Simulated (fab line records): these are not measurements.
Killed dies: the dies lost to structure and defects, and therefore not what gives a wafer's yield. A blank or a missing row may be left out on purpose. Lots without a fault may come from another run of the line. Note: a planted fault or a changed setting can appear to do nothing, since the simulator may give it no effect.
Which tool did it?    flow nand harc    Sampling: 6 lots, 18 wafers, 2 of 1302 route steps

## WHAT THE GAUGES SHOWED, per wafer
NHARC_THIN_TSV_THK_MEAS_02: measures by ir.
lot   measured      on             thk nm (nm)
L140  day 24 00:07  film metro-01  2870 2868 2943
L143  day 24 02:32  film metro-01  2886 2826 2635
L142  day 25 00:13  film metro-01  2760 2542 2954
L157  day 29 22:07  film metro-01  3003 3003 3050
L158  day 31 15:34  film metro-02  2392 3141 2456
L161  day 31 19:55  film metro-02  3287 2992 3301

## WHICH TOOL RAN EACH LOT (tool, then ch and the chambers of the sampled wafers, then the start)
lot   NHARC_A_STAIRCASE_CVD_552
L140  lpcvd-01 ch 1, day 16 20:31
L143  lpcvd-01 ch 0, day 18 00:12
L142  lpcvd-02 ch 0, day 19 04:01
L157  lpcvd-02 ch 0, day 23 19:14
L158  lpcvd-01 ch 1, day 25 08:58
L161  lpcvd-01 ch 1, day 25 19:12
- NHARC_A_STAIRCASE_CVD_552: deposits SiNx, target thk 40 nm.

## THE ANSWER, worked out from the rows above alone
Rule: what is usual is taken from the lots themselves. Put in order of their means at a reading, lots are off if they are a third of the lots or fewer, leave a main group of 4 or more, and stand apart from it by a gap of 3 or more times the standard deviation of the main group's means; of several such gaps the widest counts. If all means in a main group match to the digits the tables above print for the reading, that group is not used. Also off: a lot with no number at a reading for which 4 or more lots have one. All remaining lots with rows at the step are treated as sound.
None of the lots is off at any reading shown; this tells nothing.

## WHAT THE SIMULATOR HAD PUT IN
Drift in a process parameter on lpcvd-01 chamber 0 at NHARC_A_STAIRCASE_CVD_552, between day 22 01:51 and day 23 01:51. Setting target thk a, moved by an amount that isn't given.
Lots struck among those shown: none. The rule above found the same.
